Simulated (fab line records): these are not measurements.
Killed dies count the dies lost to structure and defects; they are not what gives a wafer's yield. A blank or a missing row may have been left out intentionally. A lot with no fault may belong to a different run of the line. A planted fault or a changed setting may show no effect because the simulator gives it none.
Which tool was responsible? :: flow nandHarc :: 6 lots (18 wafers sampled), 1 step of a 1159-step route

WHAT THE GAUGES READ, wafer by wafer
NHARC_A_CHANNEL_HOLE_D1_OVL_MEAS_11.
lot: L112
measured: day 8 17:59
on: overlay-02
overlayXNm (nm): -0.8 -0.3 -0.4

lot: L114
measured: day 9 07:23
on: overlay-01
overlayXNm (nm): 1.0 0.6 0.5

lot: L118
measured: day 10 12:59
on: overlay-01
overlayXNm (nm): 1.2 0.9 1.0

lot: L125
measured: day 12 01:46
on: overlay-01
overlayXNm (nm): -0.1 -0.6 -0.5

lot: L127
measured: day 12 08:03
on: overlay-01
overlayXNm (nm): 0.8 -0.2 0.0

lot: L132
measured: day 14 07:22
on: overlay-02
overlayXNm (nm): -0.8 -1.1 -0.2

WHAT TOOL EACH LOT RAN ON (gives the tool, then ch and the chambers of the sampled wafers, and finally the start)
There is no process step in the record ahead of these readings.

THE ANSWER, worked out from the rows above alone
Rule: the lots themselves supply what counts as usual. The widest of any qualifying gaps counts: lots, ordered by their means at a reading, are off when they make up no more than a third of the lots, leave a main group of 4 or more, and stand apart from it by 3 or more times the standard deviation of that group's means. Not used: any main group whose means are identical at the precision the tables above print for the reading. Also off: a lot with no number at a reading for which 4 or more lots have one. Any other lot the step has rows for is counted as sound.
No lot is off on any of the readings shown, so nothing can be concluded from this.

WHAT THE SIMULATOR PUT IN
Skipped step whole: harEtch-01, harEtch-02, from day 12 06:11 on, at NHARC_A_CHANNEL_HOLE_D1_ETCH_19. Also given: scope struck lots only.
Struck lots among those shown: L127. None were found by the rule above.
